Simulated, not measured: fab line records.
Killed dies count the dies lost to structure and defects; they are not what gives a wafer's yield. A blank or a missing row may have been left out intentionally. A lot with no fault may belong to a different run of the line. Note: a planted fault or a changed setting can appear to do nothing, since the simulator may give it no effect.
Commonality check across tools	flow nandHarc	12 wafers sampled across 4 lots

## REASON IT WAS OPENED
Flagged at NHARC_END_SORT_01: reading killedAtOther, on 2 of 4 lots. No-fault wafers: 0.5, standard deviation 0.82.
Rule: a lot gets a flag if all its wafers with a number sit over 4 standard deviations from that mean, or if no wafer of it has a number. All remaining lots are regarded as sound.

lot	measured	on	killedAtOther, wafer by wafer	flag
L167	day 20 18:55	prober-02	0 0 0	
L172	day 22 00:08	prober-01	1 0 0	
L173	day 22 11:58	prober-01	640 642 641	FLAGGED
L174	day 23 08:32	prober-01	660 657 654	FLAGGED
On average the flagged lots read 649.0, which is +648.5 against the usual, or +99 or more standard deviations.

## WHICH TOOL RAN EACH LOT
The record holds 3 process steps before the reading, out of a route of 1159 steps. Read each cell as the tool, then ch plus the chambers that the sampled wafers visited, then the start.
lot	flag	NHARC_THIN_TSV_DESCUM_14	NHARC_THIN_TSV_ETCH_44	NHARC_THIN_TSV_DEP_47
L167		rieDiel-08 ch 1,2,3, day 20 03:52	rieDiel-08 ch 1,2,3, day 20 04:00	pecvd-01 ch 0,1, day 20 05:44
L172		rieDiel-02 ch 1,2,3, day 21 07:40	rieDiel-02 ch 0,1,3, day 21 07:49	pecvd-02 ch 0,1,2, day 21 09:27
L173	FLAGGED	rieDiel-08 ch 0,1,3, day 21 19:50	rieDiel-08 ch 0,1,2, day 21 19:55	pecvd-01 ch 0,2, day 21 21:32
L174	FLAGGED	rieDiel-08 ch 0,2, day 22 17:55	rieDiel-08 ch 0,2, day 22 18:04	pecvd-04 ch 0,1,2, day 22 19:43
What is done by these steps:
- NHARC_THIN_TSV_DESCUM_14: chemistry O2, time 3 s.
- NHARC_THIN_TSV_ETCH_44: etches the open film in CF4/O2, target depth 1594.2 nm, time 797.1 s.
- NHARC_THIN_TSV_DEP_47: deposits SiO2, target thk 200 nm.
- NHARC_END_SORT_01

## FLAGGED OVER TOTAL, TOOL BY TOOL (the gauges that took the reading come last)
step	tool	lots run	flagged	share of the flagged lots	sound lots run after its first flagged lot
NHARC_THIN_TSV_DESCUM_14	rieDiel-02	1	0	none	-
NHARC_THIN_TSV_DESCUM_14	rieDiel-08	3	2	all	0
NHARC_THIN_TSV_ETCH_44	rieDiel-02	1	0	none	-
NHARC_THIN_TSV_ETCH_44	rieDiel-08	3	2	all	0
NHARC_THIN_TSV_DEP_47	pecvd-01	2	1	some	0
NHARC_THIN_TSV_DEP_47	pecvd-02	1	0	none	-
NHARC_THIN_TSV_DEP_47	pecvd-04	1	1	some	0
NHARC_END_SORT_01	prober-01	3	2	all	0
NHARC_END_SORT_01	prober-02	1	0	none	-

## WHAT THE TABLE ALLOWS
Every flagged lot was run by 3 rows of the table: rieDiel-08 at NHARC_THIN_TSV_DESCUM_14, rieDiel-08 at NHARC_THIN_TSV_ETCH_44 and prober-01 at NHARC_END_SORT_01.
- rieDiel-08 at NHARC_THIN_TSV_DESCUM_14: 2 of its 3 lots flagged. Last sound lot L167 at day 20 03:52, first flagged lot L173 at day 21 19:50; a fault beginning in between fits.
- rieDiel-08 at NHARC_THIN_TSV_ETCH_44: 2 of its 3 lots flagged. Last sound lot L167 at day 20 04:00, first flagged lot L173 at day 21 19:55; a fault beginning in between fits. Its own readings (runLengthS) fall more than 4 standard deviations out on all wafers of the flagged lots.
- prober-01 at NHARC_END_SORT_01: 2 of its 3 lots flagged. Last sound lot L172 at day 22 00:08, first flagged lot L173 at day 22 11:58; a fault beginning in between fits.
A lot count leaves these 2 tools indistinguishable: every one of them fits a fault beginning at some hour. More lots, or a look at what each step does to the wafer, might.

## WHAT WAS PUT IN BY THE SIMULATOR
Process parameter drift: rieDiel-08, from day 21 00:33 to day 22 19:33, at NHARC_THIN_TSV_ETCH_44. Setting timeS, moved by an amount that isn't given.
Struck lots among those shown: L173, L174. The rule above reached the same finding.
